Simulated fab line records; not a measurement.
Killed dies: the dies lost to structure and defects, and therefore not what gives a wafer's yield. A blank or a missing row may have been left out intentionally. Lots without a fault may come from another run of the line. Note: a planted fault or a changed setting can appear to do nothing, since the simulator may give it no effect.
Lot-split experiment	flow n5_finfet	route with 1938 steps; 7 lots, 39 wafers read

== THE SPLIT ITSELF ==
At N5_MOL_CONTACT_COAG_ETCHBACK_135 (etches SiO2 in CHF3, target depth 25 nm, time 16.7 s), the setting time_s was moved away from the recipe's 16.7 s on 15 of the 39 wafers read, by -47.3% to +55.0%. The other wafers ran this setting at the recipe's value.

The split's own step is where the reading is taken.

== THE READING ==
SOC_of_MOL_CONTACT_COAG_COAT_75.thk_nm (the simulator's own value, which no gauge read), in nm, at N5_MOL_CONTACT_COAG_ETCHBACK_135 (etches SiO2 in CHF3, target depth 25 nm, time 16.7 s). No usual value for it is given in the file. Here, 24 wafers ran the recipe; their average is 57.6 nm with a standard deviation of 0.19 nm.

wafer	tool, chamber at the split	time_s as run, s	against the recipe	SOC_of_MOL_CONTACT_COAG_COAT_75.thk_nm, nm	against lot-mates on the recipe
L075.1	rie_diel-05, 3	16.7	recipe	57.2	-
L075.2	rie_diel-05, 1,0,3	9.707	-41.9%	58.8	+1.3
L075.3	rie_diel-05, 1,0,3	9.707	-41.9%	58.8	+1.3
L075.5	rie_diel-05, 1,0,3	9.707	-41.9%	58.8	+1.3
L075.4	rie_diel-05, 2	16.7	recipe	57.8	-
L075.6	rie_diel-05, 2	16.7	recipe	57.6	-
L077.1	rie_diel-03, 0	16.7	recipe	57.6	-
L077.2	rie_diel-03, 3	10.89	-34.8%	58.2	+0.7
L077.6	rie_diel-03, 3	10.89	-34.8%	58.2	+0.7
L077.3	rie_diel-03, 2	16.7	recipe	57.4	-
L077.5	rie_diel-03, 2	16.7	recipe	57.4	-
L077.4	rie_diel-03, 1	10.89	-34.8%	58.4	+0.9
L081.2	rie_diel-02, 3,2,0	16.7	recipe	57.8	-
L081.4	rie_diel-02, 3,2,0	16.7	recipe	57.8	-
L081.5	rie_diel-02, 3,2,0	16.7	recipe	57.8	-
L084.1	rie_diel-02, 3,2,2	16.7	recipe	57.4	-
L084.2	rie_diel-02, 3,2,2	16.7	recipe	57.4	-
L084.6	rie_diel-02, 3,2,2	16.7	recipe	57.4	-
L084.3	rie_diel-02, 1	16.7	recipe	57.6	-
L084.5	rie_diel-02, 1	16.7	recipe	57.6	-
L084.4	rie_diel-02, 0	16.7	recipe	57.2	-
L088.1	rie_diel-05, 1,0	13.72	-17.8%	58	+0.5
L088.4	rie_diel-05, 1,0	13.72	-17.8%	58	+0.5
L088.2	rie_diel-05, 3	16.7	recipe	57.4	-
L088.3	rie_diel-05, 2,3	16.7	recipe	57.6	-
L088.5	rie_diel-05, 2,3	16.7	recipe	57.6	-
L088.6	rie_diel-05, 2	13.72	-17.8%	58.2	+0.7
L090.1	rie_diel-03, 0,2,3	16.7	recipe	57.4	-
L090.5	rie_diel-03, 0,2,3	16.7	recipe	57.4	-
L090.6	rie_diel-03, 0,2,3	16.7	recipe	57.4	-
L090.2	rie_diel-03, 2,1	8.804	-47.3%	58.8	+1.4
L090.4	rie_diel-03, 2,1	8.804	-47.3%	58.8	+1.4
L090.3	rie_diel-03, 3	8.804	-47.3%	58.6	+1.2
L092.1	rie_diel-02, 3,2,3	16.7	recipe	57.8	-
L092.4	rie_diel-02, 3,2,3	16.7	recipe	57.8	-
L092.6	rie_diel-02, 3,2,3	16.7	recipe	57.8	-
L092.2	rie_diel-02, 1,0,2	25.89	+55.0%	56.4	-1.4
L092.3	rie_diel-02, 1,0,2	25.89	+55.0%	56.4	-1.4
L092.5	rie_diel-02, 1,0,2	25.89	+55.0%	56.4	-1.4
If several chambers appear in one row, that row covers several wafers at once and the file leaves open which wafer was in which chamber.

THE FIT
A straight line over all 39 wafers: SOC_of_MOL_CONTACT_COAG_COAT_75.thk_nm changes by -0.0237 nm for each +1% of time_s; r = -0.96; the points scatter about the line by 0.19 nm.
The same after taking each lot's own level away (the mean of its wafers on the recipe; 39 wafers): -0.0268 nm for each +1%; r = -0.98; scatter 0.12 nm.
According to that fit, moving time_s by its largest amount changes the reading by 1.5 nm.
The lots' own levels span 57.40 to 57.80 nm, that is 2.1 times the standard deviation above.
Thus the slope moves with the lot-to-lot level: the two fits are different.
Check: with one of the wafers moved furthest among these (+55.0%) left out of the fit, the line predicts -1.47 nm for it against its lot-mates. Against them it came out at -1.4 nm.

== OTHER SPLITS APPLIED TO THESE WAFERS ==
Note: prior to the reading, these wafers also went through further splits. Each is held against what the fit with the lots' levels taken away leaves over:
other split on the same wafers	wafers away from the commonest value	r with SOC_of_MOL_CONTACT_COAG_COAT_75.thk_nm (lot level and that fit taken away)
N5_FIN_SAQP_PECVD_47 time_s	12	+0.27
N5_DUMMY_GATE_ALD_02 target_thk_a	15	+0.38
N5_ILD0_PRECLEAN_10 time_s	12	-0.12

== FILE'S OWN FIT ==
SOC_of_MOL_CONTACT_COAG_COAT_75.thk_nm changes by -0.027 nm for each +1% of time_s, r = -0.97.
